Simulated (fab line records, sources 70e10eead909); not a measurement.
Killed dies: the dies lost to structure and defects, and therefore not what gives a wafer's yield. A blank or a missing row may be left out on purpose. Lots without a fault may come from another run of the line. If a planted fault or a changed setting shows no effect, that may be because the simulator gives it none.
A lot that was struck, set against a sound lot / flow nand-harc / 39 steps out of a route of 1159
Sound: the wafers L398.3, L398.4, L398.5. Wafers struck: L407.2, L407.3, L407.4. The cause comes at the end.
Each step with rows lists, per side, the tool, then ch with its chambers, then its first start. Under that, the readings that differ: sound wafers / struck wafers / difference of the means / sigmas: that difference in standard deviations of wafers without a fault.
alike: same words and numbers on both sides, and readings whose means sit less than 2 such deviations apart. not compared: any withheld reading, any reading some wafer has no value for, any bound like >300 that may hide the same value, and any number with overlapping values for which the record gives no deviation.
A row with sigmas, a row that says differs or no value, or rows on one side alone: a step with any of these is where the two part. Numbers that don't overlap but have no deviation are shown without sigmas and don't part them. A reading that every wafer of one side lacks parts them only if that side has two wafers or more.

first, 11 steps without rows for these wafers: NHARC_A_CONTACT_ETCH_119 (etches the open film in C4F8/O2/Ar, time 94 s, target depth 922 nm); NHARC_A_CONTACT_ETCH_120 (etches the open film in C4F8/O2/Ar, time 94 s, target depth 922 nm); NHARC_A_CONTACT_ETCH_121 (etches the open film in C4F8/O2/Ar, time 94 s, target depth 922 nm); NHARC_A_CONTACT_ETCH_122 (etches the open film in C4F8/O2/Ar, time 95 s, target depth 930 nm); NHARC_A_CONTACT_ETCH_123 (etches the open film in C4F8/O2/Ar, time 253 s, target depth 1090 nm); NHARC_A_CONTACT_ETCH_90 (etches the open film in CH3F/O2, target depth 40 nm, time 85.7 s); NHARC_A_CONTACT_ETCH_96 (etches the open film in C4F6/O2, target depth 20 nm, time 10 s); NHARC_A_CONTACT_STRIP_99 (strips in N2/H2); NHARC_A_CONTACT_STRIP_100 (strips in CF4/CHF3); NHARC_A_CONTACT_STRIP_101 (strips in O2/COS); NHARC_A_CONTACT_ETCH_102 (etches the open film in CF4/O2, target depth 70 nm, overetch 7 nm, time 38.5 s).
NHARC_A_CONTACT_STRIP_55: strips in O2.
  sound on rie-diel-12 ch 0,1,2, day 18 10:01; struck on rie-diel-12 ch 0,1,3, day 20 03:49
  alike: drypump-motor-current-A, oes-product-au, rf-vpp-V, showerhead-plenum-p-Torr, throttle-valve-pct
  not compared: rf-hours-counter-h
then, 26 steps without rows for these wafers: NHARC_A_CONTACT_STRIP_56 (strips in post etch residue remover, time 600 s); NHARC_A_CONTACT_DEP_57 (deposits aC, target thk 2800 nm); NHARC_A_CONTACT_DEP_58 (deposits SiON, target thk 60 nm); NHARC_A_CONTACT_DEHYDRATE_59 (time 120 s); NHARC_A_CONTACT_HMDS_60 (time 30 s); NHARC_A_CONTACT_COAT_61 (time 75 s); NHARC_A_CONTACT_COAT_62 (time 65 s); NHARC_A_CONTACT_COAT_63 (resist thk 90 nm); NHARC_A_CONTACT_SOFTBAKE_64 (time 55 s); NHARC_A_CONTACT_EBR_65; NHARC_A_CONTACT_EXPOSE_66 (exposes mask A CC 2); NHARC_A_CONTACT_PEB_67 (peb time 65 s); NHARC_A_CONTACT_DEVELOP_68 (develop time 35 s); NHARC_A_CONTACT_DESCUM_74 (chemistry O2, time 3 s); NHARC_A_CONTACT_ETCH_75 (etches the open film in CF4, target depth 39 nm, time 65 s); NHARC_A_CONTACT_ETCH_76 (etches the open film in N2/H2, target depth 260 nm, time 475.3 s); NHARC_A_CONTACT_ETCH_77 (etches the open film in CF4/CHF3, target depth 72.6 nm, time 36.3 s); NHARC_A_CONTACT_ETCH_78 (etches the open film in O2/COS, target depth 2800 nm, time 728 s); NHARC_A_CONTACT_ETCH_124 (etches the open film in C4F8/O2/Ar, time 140 s, target depth 700 nm); NHARC_A_CONTACT_ETCH_125 (etches the open film in C4F8/O2/Ar, time 155 s, target depth 956 nm); NHARC_A_CONTACT_ETCH_126 (etches the open film in C4F8/O2/Ar, time 155 s, target depth 956 nm); NHARC_A_CONTACT_ETCH_127 (etches the open film in C4F8/O2/Ar, time 155 s, target depth 956 nm); NHARC_A_CONTACT_ETCH_128 (etches the open film in C4F8/O2/Ar, time 155 s, target depth 956 nm); NHARC_A_CONTACT_ETCH_129 (etches the open film in C4F8/O2/Ar, time 155 s, target depth 956 nm); NHARC_A_CONTACT_ETCH_130 (etches the open film in C4F8/O2/Ar, time 155 s, target depth 956 nm); NHARC_A_CONTACT_ETCH_131 (etches the open film in C4F8/O2/Ar, time 155 s, target depth 956 nm).
-- record jumps: 3 days between struck wafers' starts before vs after; left off in module A_CONTACT, resumes in module END, first step shown is number 1159 of the route --
NHARC_END_SORT_01:
  only the struck wafers appear in the record here, on prober-01 ch 0 at day 23 10:02; the sound ones have no rows

## WHERE THEY PART
Only at NHARC_END_SORT_01, as far as this record shows.

WHY: what the simulator had put in
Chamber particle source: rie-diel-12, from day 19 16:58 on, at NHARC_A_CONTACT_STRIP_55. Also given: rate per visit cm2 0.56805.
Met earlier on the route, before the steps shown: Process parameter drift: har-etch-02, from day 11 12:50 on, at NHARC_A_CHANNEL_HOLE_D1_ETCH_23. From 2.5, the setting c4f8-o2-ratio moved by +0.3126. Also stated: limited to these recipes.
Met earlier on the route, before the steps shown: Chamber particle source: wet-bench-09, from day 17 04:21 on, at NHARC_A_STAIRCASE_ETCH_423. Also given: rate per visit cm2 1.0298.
